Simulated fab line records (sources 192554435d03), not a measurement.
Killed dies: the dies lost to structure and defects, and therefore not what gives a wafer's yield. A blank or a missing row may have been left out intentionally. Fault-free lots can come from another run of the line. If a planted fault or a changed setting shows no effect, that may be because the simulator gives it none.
One fault seen from 2 desks -- flow n5Finfet -- numbers are kept per desk, each desk with only its own; the story behind them comes last

## DESK OF THE TOOL OWNER: pecvd-01
The tool's own readings at N5_BEOL_M4_ILD_DEP_00 (deposits SiOC from DEMS/O2, target thk 79 nm, time 15.3 s): means of the sampled wafers that have a number, for each lot that ran on this tool. Marked OUT: a lot whose mean sits more than 4 standard deviations from the usual mean, which makes it out of limits; the brackets give that distance.
Columns: A = heaterPowerW at N5_BEOL_M4_ILD_DEP_00, usual 555 W; B = showerheadPlenumPTorr at N5_BEOL_M4_ILD_DEP_00, usual 5.689 Torr; C = susceptorTempC at N5_BEOL_M4_ILD_DEP_00, usual 350.02 C; D = throttleValvePct at N5_BEOL_M4_ILD_DEP_00, usual 11.9 %
lot,first seen here,A,B,C,D
L523,day 7 08:47,596,5.690,349.74,11.4
L524,day 8 03:16,617,5.692,350.02,11.5
L532,day 9 17:59,623,5.686,349.97,12.0
L538,day 11 11:56,644,5.706,350.06,11.9
L539,day 11 16:37,655,5.695,349.78,12.3
L540,day 11 19:19,625,5.690,350.03,11.4
This desk found nothing out of limits on any of the 6 lots.

## THE METROLOGY DESK
Lot by lot, what the gauges showed, no matter which tool ran the lot: averages of those sampled wafers that carry a number. Marked OUT: a lot whose mean sits more than 4 standard deviations from the usual mean, which makes it out of limits; the brackets give that distance. Readings shown: 7 out of 12 (the first out of limits, and those lying furthest out on some lot).
Columns: A = M4_ILD_THK at N5_BEOL_M4_THK_MEAS_01, usual 79.2 nm; B = DIBL_P at N5_BEOL_M4_RC_MEAS_101, usual 37.3 mV/V; C = IOFF_N at N5_BEOL_M4_RC_MEAS_101, usual 0.16 nA/um; D = ION_P at N5_BEOL_M4_RC_MEAS_101, usual 463 uA/um; E = SS_P at N5_BEOL_M4_RC_MEAS_101, usual 73.4 mV/dec; F = VT_N at N5_BEOL_M4_RC_MEAS_101, usual 250 mV; G = VT_P at N5_BEOL_M4_RC_MEAS_101, usual -250 mV
lot,first seen here,A,B,C,D,E,F,G
L523,day 7 08:44,78.9,40.3,0.22,470,74.0,247,-246
L524,day 8 03:12,78.6,38.7,0.16,459,74.0,250,-255
L528,day 8 17:40,78.7,34.3,0.15,453,72.8,251,-255
L530,day 9 16:26,79.6,38.0,0.18,463,73.5,248,-249
L532,day 9 17:56,79.7,42.4,0.24,466,75.0,244,-248
L533,day 9 20:36,78.9,38.2,0.18,477,73.6,249,-244
L538,day 11 11:52,144.4 (+66) OUT,-,-,-,-,-,-
L539,day 11 16:34,144.7 (+66) OUT,-,-,-,-,-,-
L541,day 11 18:31,79.6,34.8,0.13,454,73.5,254,-252
L540,day 11 19:16,143.9 (+65) OUT,-,-,-,-,-,-
This desk reports L538, L539, L540 out of limits; the earliest was L538 at day 11 12:00 (M4_ILD_THK at N5_BEOL_M4_THK_MEAS_01). In limits: L523, L524, L528, L530, L532, L533, L541.

## TAKEN TOGETHER
L538, L539, L540 would have let the metrology desk raise an alarm at day 11 12:00.
The tool owner's desk saw nothing out of limits.
On record at the tool owner's desk: L538, L539, L540, within its limits.
All the named lots went through N5_BEOL_M4_ILD_DEP_00 on pecvd-01.

## WHAT THE SIMULATOR HAD INSERTED
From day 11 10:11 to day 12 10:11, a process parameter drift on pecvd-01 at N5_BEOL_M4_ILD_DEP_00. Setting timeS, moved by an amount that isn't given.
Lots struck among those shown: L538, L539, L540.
Delay in hours, fault start to first out-of-limits reading, per desk: metrology desk 2.
